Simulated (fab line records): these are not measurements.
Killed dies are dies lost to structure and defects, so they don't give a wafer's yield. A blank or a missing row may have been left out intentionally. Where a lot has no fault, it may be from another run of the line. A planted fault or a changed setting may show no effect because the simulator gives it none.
Comparing a struck lot with a sound one / flow n5 finfet / 16 out of 1938 route steps
Sound: the wafers L902.1, L902.4, L902.6. Struck: wafer L909.6 (left out: L909.1, L909.4 of the same lot, which were not struck); the cause appears at the end.
For every step that has rows: the tool of each side, followed by ch and its chambers, followed by its first start. Under that, the readings that differ: sound wafers / struck wafers / difference of the means / sigmas: that difference in standard deviations of wafers without a fault.
alike: words and numbers the same on both sides, and readings whose means are apart by under 2 such deviations; not compared: readings that were withheld, readings missing a value for some wafer, numbers with overlapping values and no deviation given by the record, and bounds like >300 which may hide the same value.
A row with sigmas, a row that says differs or no value, or rows on one side alone: a step with any of these is where the two part. Numbers that don't overlap but have no deviation are shown without sigmas and don't part them. A reading missing from all wafers of one side parts the sides only when that side holds two or more wafers.

first, 4 steps without rows for these wafers: N5_BEOL_M10_HM_STRIP_39 (strips TiN in peroxide tin strip, target depth 25 nm, time 158 s); N5_BEOL_M10_SRD_40 (time 30 s); N5_BEOL_M10_PRECLEAN_42 (cleans in residue remover, time 60 s); N5_BEOL_M10_SRD_43 (time 30 s).
N5_BEOL_M10_CD_MEAS_35: target cd 70 nm.
  sound: cd sem-02 at day 11 09:50; struck: cd sem-01 at day 13 07:58
  alike: cd nm
N5_BEOL_M10_CURE_72: cures SiCOH lowk, time 120 s.
  sound on uv cure-03 ch 1, day 11 09:53; struck on uv cure-01 ch 2, day 13 08:00
reading=wafer_temp_C_max; sound=370.7 371.0 370.9; struck=372.5; difference=+1.6; sigmas=+2
  alike: lamp power pct
then, 1 step without rows for these wafers: N5_BEOL_M10_DEGAS_44 (time 60 s).
N5_BEOL_M10_PRE_CLEAN_45: time 30 s.
  sound: pvd sputter-01 at day 11 10:16; struck: pvd sputter-01 at day 13 08:41
reading=heater power w (W); sound=278 332 277; struck=337; difference=+41; sigmas=+2
then, 1 step without rows for these wafers: N5_BEOL_M10_ALD_74 (deposits TaN, target thk 2 nm, pulse time 2 s, purge time 3 s).
N5_BEOL_M10_SURFACE_TREAT_76:
  sound: pvd sputter-03 at day 11 10:41; struck: pvd sputter-01 at day 13 09:06
  not compared: throttle valve pct
then, 1 step without rows for these wafers: N5_BEOL_M10_CVD_75 (deposits Co from CCTBA/H2, target thk 2 nm, time 138.9 s).
N5_BEOL_M10_SPUTTER_48: material Cu, target thk 12 nm, time 2 s.
  sound: pvd sputter-02 at day 11 11:03; struck: pvd sputter-03 at day 13 09:22
  alike: chuck sensor temp C, throttle valve pct
N5_BEOL_M10_ECD_50: material Cu, target thk 318 nm.
  sound on ecd cu-01 ch 0,1, day 11 11:10; struck on ecd cu-01 ch 0, day 13 09:29
reading=model.Cu_of_BEOL_M10_ECD_50.thk nm (nm); sound=321 323.8 328.2; struck=508.2; difference=+183.9; sigmas=
N5_BEOL_M10_ANNEAL_51: time 90 s.
  sound on rtp anneal-02 ch 0, day 11 11:40; struck on rtp anneal-02 ch 0, day 13 09:59
  alike: anneal temp c, wafer_temp_C_max
N5_BEOL_M10_CMP_52: polishes, stops on SiCOH lowk, t overpolish 7 s, target thk 140 nm.
  sound on cmp-01 ch 2,3, day 11 11:58; struck on cmp-01 ch 1, day 13 10:16
reading=time to endpoint s (s); sound=68.1 70.4 71.4; struck=101.4; difference=+31.4; sigmas=+14
  alike: motor current A
N5_BEOL_M10_THK_MEAS_53: measures by xrf.
  sound: film metro-01 at day 11 12:16; struck: film metro-01 at day 13 10:34
  alike: M10_THK

== WHERE THEY PART ==
First at N5_BEOL_M10_CURE_72; last, within this record, at N5_BEOL_M10_CMP_52. Later steps at which nothing parts them and some readings are alike: N5_BEOL_M10_THK_MEAS_53.

WHY: what the simulator had put in
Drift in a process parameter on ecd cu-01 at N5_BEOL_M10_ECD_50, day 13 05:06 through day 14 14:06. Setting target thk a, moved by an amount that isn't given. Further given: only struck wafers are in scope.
